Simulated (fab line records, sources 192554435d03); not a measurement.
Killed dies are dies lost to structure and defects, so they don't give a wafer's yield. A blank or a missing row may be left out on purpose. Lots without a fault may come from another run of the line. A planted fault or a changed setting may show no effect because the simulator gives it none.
One fault seen from 3 desks | flow n5_finfet | each desk has only its own numbers; what lay behind them comes last

THE METROLOGY DESK
What the gauges read, lot by lot, whatever tool the lot ran on: means of the sampled wafers that have a number. A lot is out of limits, marked OUT, if its mean lies more than 4 standard deviations from the usual mean; the brackets give that distance.
Columns: A = NWELL_OVL at N5_WELL_APT_OVL_MEAS_09, usual 1 nm; B = cd_nm at N5_PMOS_HMC_CHANNEL_EPI_CD_MEAS_09, usual 236.8 nm
lot  | first seen here | A  | B
L473 | day 1 13:49     | -3 | 238.7
L474 | day 1 19:35     | -0 | 235.8
L475 | day 2 01:43     | 10 | 236.4
L479 | day 3 01:50     | 2  | 237.3
L481 | day 3 14:06     | -2 | 237.6
L483 | day 4 01:55     | -1 | 235.8
L485 | day 4 13:46     | -2 | 236.8
L491 | day 6 01:50     | 1  | 287.5 (+58) OUT
L493 | day 6 13:35     | 1  | 236.1
L494 | day 6 19:35     | 3  | 236.8
L495 | day 7 01:35     | -3 | 237.4
This desk's finding: out of limits on L491; first on L491, day 6 05:29 (cd_nm at N5_PMOS_HMC_CHANNEL_EPI_CD_MEAS_09). In limits: L473, L474, L475, L479, L481, L483, L485, L493, L494, L495.

THE TOOL OWNER'S DESK: arfi_scanner-02
The tool's own readings at N5_PMOS_HMC_CHANNEL_EPI_EXPOSE_06 (exposes mask PMOS HMC BLK, target cd 240 nm): means of the sampled wafers that have a number, for each lot that ran on this tool. A lot is out of limits, marked OUT, if its mean lies more than 4 standard deviations from the usual mean; the brackets give that distance.
Columns: A = exposure_dose_mJ_cm2 at N5_PMOS_HMC_CHANNEL_EPI_EXPOSE_06, usual 40.98; B = focus_offset_nm at N5_PMOS_HMC_CHANNEL_EPI_EXPOSE_06, usual 0.0 nm
lot  | first seen here | A               | B
L475 | day 2 05:12     | 40.96           | -0.5
L483 | day 4 05:11     | 41.02           | -0.6
L485 | day 4 17:50     | 41.00           | 0.7
L491 | day 6 05:22     | 36.89 (-95) OUT | 0.7
This desk's finding: out of limits on L491; first on L491, day 6 05:22 (exposure_dose_mJ_cm2 at N5_PMOS_HMC_CHANNEL_EPI_EXPOSE_06). In limits: L475, L483, L485.

THE DEFECT DESK
What the inspections along the route counted, lot by lot: means of the sampled wafers that have a number. A lot is out of limits, marked OUT, if its mean lies more than 4 standard deviations from the usual mean; the brackets give that distance.
Columns: A = raw_defect_count at N5_WELL_APT_INSPECT_38, usual 13
lot  | first seen here | A
L473 | day 1 16:50     | 10
L474 | day 1 23:11     | 15
L475 | day 2 04:53     | 12
L479 | day 3 04:59     | 15
L481 | day 3 17:09     | 10
L483 | day 4 04:52     | 9
L485 | day 4 17:31     | 19
L491 | day 6 05:11     | 20
L493 | day 6 16:47     | 17
L494 | day 6 23:17     | 14
L495 | day 7 05:52     | 13
This desk's finding: nothing out of limits on any of the 11 lots.

PUT TOGETHER
The tool owner's desk could have raised an alarm at day 6 05:22, on L491.
The metrology desk could have raised an alarm at day 6 05:29, on L491.
The defect desk saw nothing out of limits.
The defect desk has L491 on record, within its limits.
Of the lots named, all ran N5_PMOS_HMC_CHANNEL_EPI_EXPOSE_06 on arfi_scanner-02.

WHAT THE SIMULATOR HAD PUT IN
Process parameter drift: arfi_scanner-02, from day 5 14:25 on, at N5_PMOS_HMC_CHANNEL_EPI_EXPOSE_06. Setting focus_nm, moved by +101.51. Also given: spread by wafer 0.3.
Lots struck among those shown: L491.
Hours from the fault's start to each desk's first reading out of limits: the tool owner's desk, 15; the metrology desk, 15.
